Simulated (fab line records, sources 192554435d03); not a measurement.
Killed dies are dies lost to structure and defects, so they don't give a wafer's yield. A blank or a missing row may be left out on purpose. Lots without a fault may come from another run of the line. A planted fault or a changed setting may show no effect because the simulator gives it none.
Chamber matching | flow n5_finfet | N5_BEOL_M11_STRIP_67 on rie_diel-02: 4 sister chambers
The step strips in CF4. 22 wafers are shown with their chamber, then 11 later ones without.

WAFERS WITH THEIR CHAMBER
wafer  | chamber | showerhead_plenum_p_Torr (Torr) | drypump_motor_current_A (A) | throttle_valve_pct (%)
L076.2 | 1       | 1.87                            | 5.0                         | 13.63
L076.3 | 0       | 1.85                            | 6.4                         | 13.33
L076.4 | 2       | 1.70                            | 6.3                         | 13.60
L075.3 | 1       | 1.87                            | 5.0                         | 13.63
L075.4 | 0       | 1.85                            | 6.4                         | 13.33
L075.5 | 1       | 1.87                            | 5.1                         | 13.67
L077.3 | 0       | 1.85                            | 6.4                         | 13.33
L077.4 | 3       | 1.78                            | 6.5                         | 13.72
L077.5 | 2       | 1.70                            | 6.3                         | 13.60
L084.3 | 2       | 1.70                            | 6.3                         | 13.63
L084.4 | 0       | 1.85                            | 6.4                         | 13.37
L084.6 | 3       | 1.77                            | 6.5                         | 13.72
L083.3 | 0       | 1.85                            | 6.4                         | 13.35
L083.5 | 3       | 1.77                            | 6.4                         | 13.75
L083.6 | 2       | 1.70                            | 6.3                         | 13.62
L085.1 | 0       | 1.85                            | 6.4                         | 13.37
L085.3 | 3       | 1.77                            | 6.5                         | 13.74
L085.5 | 1       | 1.87                            | 5.1                         | 13.10
L086.1 | 3       | 1.77                            | 6.5                         | 13.77
L086.2 | 1       | 1.86                            | 5.1                         | 13.11
L086.6 | 1       | 1.86                            | 5.1                         | 13.10
L087.1 | 1       | 1.86                            | 5.1                         | 13.10

SIGNATURES (means of the wafers above)
reading                  | chamber 0 | chamber 1 | chamber 2 | chamber 3 | scatter within a chamber
showerhead_plenum_p_Torr | 1.8500    | 1.8657    | 1.7000    | 1.7720    | 0.00374
drypump_motor_current_A  | 6.400     | 5.071     | 6.300     | 6.480     | 0.0352
throttle_valve_pct       | 13.3467   | 13.3343   | 13.6125   | 13.7400   | 0.168
Rule: a wafer's distance from a chamber is the root of the sum, over the readings, of the square of ((its reading less the chamber's mean) divided by the reading's scatter). The wafer belongs to the nearest chamber; if the next one is less than 2 further off, it can't be placed. The scatter: the root of (the sum of the squares of (reading less its chamber's mean) over the shown wafers, divided by (wafers less chambers)).

WAFERS WITHOUT THEIR CHAMBER
wafer  | showerhead_plenum_p_Torr (Torr) | drypump_motor_current_A (A) | throttle_valve_pct (%)
L087.5 | 1.77                            | 6.4                         | 13.76
L087.6 | 1.69                            | 6.4                         | 13.64
L091.2 | 1.84                            | 6.4                         | 13.40
L091.3 | 1.77                            | 6.4                         | 13.77
L091.5 | 1.77                            | 6.4                         | 13.77
L094.3 | 1.86                            | 5.1                         | 13.11
L094.4 | 1.77                            | 6.4                         | 13.80
L094.6 | 1.77                            | 6.4                         | 13.78
L095.1 | 1.84                            | 6.4                         | 13.40
L095.5 | 1.77                            | 6.4                         | 13.79
L095.6 | 1.84                            | 6.4                         | 13.42

WHICH CHAMBER EACH WENT THROUGH
wafer  | from the rows above | in truth
L087.5 | 3                   | 3
L087.6 | 2                   | 2
L091.2 | 0                   | 0
L091.3 | 3                   | 3
L091.5 | 3                   | 3
L094.3 | 1                   | 1
L094.4 | 3                   | 3
L094.6 | 3                   | 3
L095.1 | 0                   | 0
L095.5 | 3                   | 3
L095.6 | 0                   | 0
Placed correctly: 11 of 11. Can't be placed from these rows: 0. Placed wrongly: 0.
